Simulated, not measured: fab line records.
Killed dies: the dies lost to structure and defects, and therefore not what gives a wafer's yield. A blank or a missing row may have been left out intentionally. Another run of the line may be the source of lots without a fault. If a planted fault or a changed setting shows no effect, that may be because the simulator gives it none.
The tool behind it: which one?    flow n5-finfet    27 wafers from 10 lots sampled at 5 of the route's 1938 steps

## WHAT EACH GAUGE READ, for each wafer
N5_BEOL_M15_THK_MEAS_50: measures by xrf.
lot   measured      on             M15_THK (nm)
L944  day 12 00:31  film-metro-01  857 841 868
L946  day 12 14:27  film-metro-02  836 846 836
L950  day 13 21:08  film-metro-02  857 832 839
L953  day 14 13:12  film-metro-02  817 824 875
L954  day 14 13:50  film-metro-02  829 879 828
L957  day 15 03:01  film-metro-02  829 874 821
L958  day 15 23:26  film-metro-01  840 880 852
L960  day 15 23:38  film-metro-01  592 874
L963  day 16 18:35  film-metro-02  598 851
L961  day 17 08:24  film-metro-01  610 827

## WHAT TOOL EACH LOT RAN ON (gives the tool, then ch and the chambers of the sampled wafers, and finally the start)
lot   N5_BEOL_M15_TRENCH_ETCH_34          N5_BEOL_M15_STRIP_36                N5_BEOL_M15_DEGAS_41          N5_BEOL_M15_PRE_CLEAN_42
L944  rie-diel-06 ch 1,2,3, day 11 21:34  rie-diel-03 ch 1,2,3, day 11 22:34  pvd-sputter-01, day 11 23:14  pvd-sputter-01, day 11 23:16
L946  rie-diel-04 ch 1,3, day 12 09:52    rie-diel-04 ch 0,1,3, day 12 12:10  pvd-sputter-03, day 12 12:39  pvd-sputter-03, day 12 12:41
L950  rie-diel-04 ch 0,2,3, day 13 16:29  rie-diel-04 ch 0,1, day 13 19:18    pvd-sputter-01, day 13 19:57  pvd-sputter-01, day 13 19:59
L953  rie-diel-04 ch 1,2,3, day 14 06:17  rie-diel-03 ch 1,3, day 14 11:27    pvd-sputter-01, day 14 12:00  pvd-sputter-01, day 14 12:02
L954  rie-diel-03 ch 1,3, day 14 07:10    rie-diel-06 ch 0,2,3, day 14 11:38  pvd-sputter-02, day 14 12:16  pvd-sputter-02, day 14 12:19
L957  rie-diel-04 ch 2,3, day 14 23:03    rie-diel-04 ch 0,3, day 15 01:17    pvd-sputter-01, day 15 01:50  pvd-sputter-01, day 15 01:52
L958  rie-diel-03 ch 0,1,3, day 15 21:07  rie-diel-06 ch 2,3, day 15 21:32    pvd-sputter-02, day 15 21:52  pvd-sputter-02, day 15 21:55
L960  rie-diel-04 ch 2,3, day 15 21:08    rie-diel-03 ch 0,1, day 15 21:34    pvd-sputter-03, day 15 21:55  pvd-sputter-03, day 15 21:57
L963  rie-diel-04 ch 1, day 16 15:22      rie-diel-04 ch 2,3, day 16 16:48    pvd-sputter-01, day 16 17:23  pvd-sputter-01, day 16 17:26
L961  rie-diel-04 ch 1,3, day 17 03:47    rie-diel-06 ch 1,3, day 17 06:36    pvd-sputter-01, day 17 07:13  pvd-sputter-01, day 17 07:15
- N5_BEOL_M15_TRENCH_ETCH_34: etches SiO2 in C4F8/O2/Ar, target depth 872.93 nm, time 199 s.
- N5_BEOL_M15_STRIP_36: strips in O2.
- N5_BEOL_M15_DEGAS_41: time 60 s.
- N5_BEOL_M15_PRE_CLEAN_42: time 30 s.

## THE ANSWER, worked out from the rows above alone
Rule: the lots themselves supply what counts as usual. Put in order of their means at a reading, lots are off if they are a third of the lots or fewer, leave a main group of 4 or more, and stand apart from it by a gap of 3 or more times the standard deviation of the main group's means; of several such gaps the widest counts. A main group whose means are all the same, to the digits that the tables above print for the reading, isn't used. A lot without any number at a reading at which 4 lots or more have one is off too. Where the step has rows for the other lots, those lots are counted as sound.
Off: L960, L963, L961, seen at N5_BEOL_M15_THK_MEAS_50 (M15_THK). The main group: mean 846 nm, standard deviation 7.
If a tool, at a process step before that reading, ran all the lots that are off and no sound lot after the first of them, it fits. The gauges at N5_BEOL_M15_THK_MEAS_50 are tried like those tools. One fits: rie-diel-04 at N5_BEOL_M15_TRENCH_ETCH_34. Its last sound lot is L957 (day 14 23:03), its first lot that is off L960 (day 15 21:08): a fault that began between those two fits.

## WHAT THE SIMULATOR HAD INSERTED
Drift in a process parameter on rie-diel-04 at N5_BEOL_M15_TRENCH_ETCH_34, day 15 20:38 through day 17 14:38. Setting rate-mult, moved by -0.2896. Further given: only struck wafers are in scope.
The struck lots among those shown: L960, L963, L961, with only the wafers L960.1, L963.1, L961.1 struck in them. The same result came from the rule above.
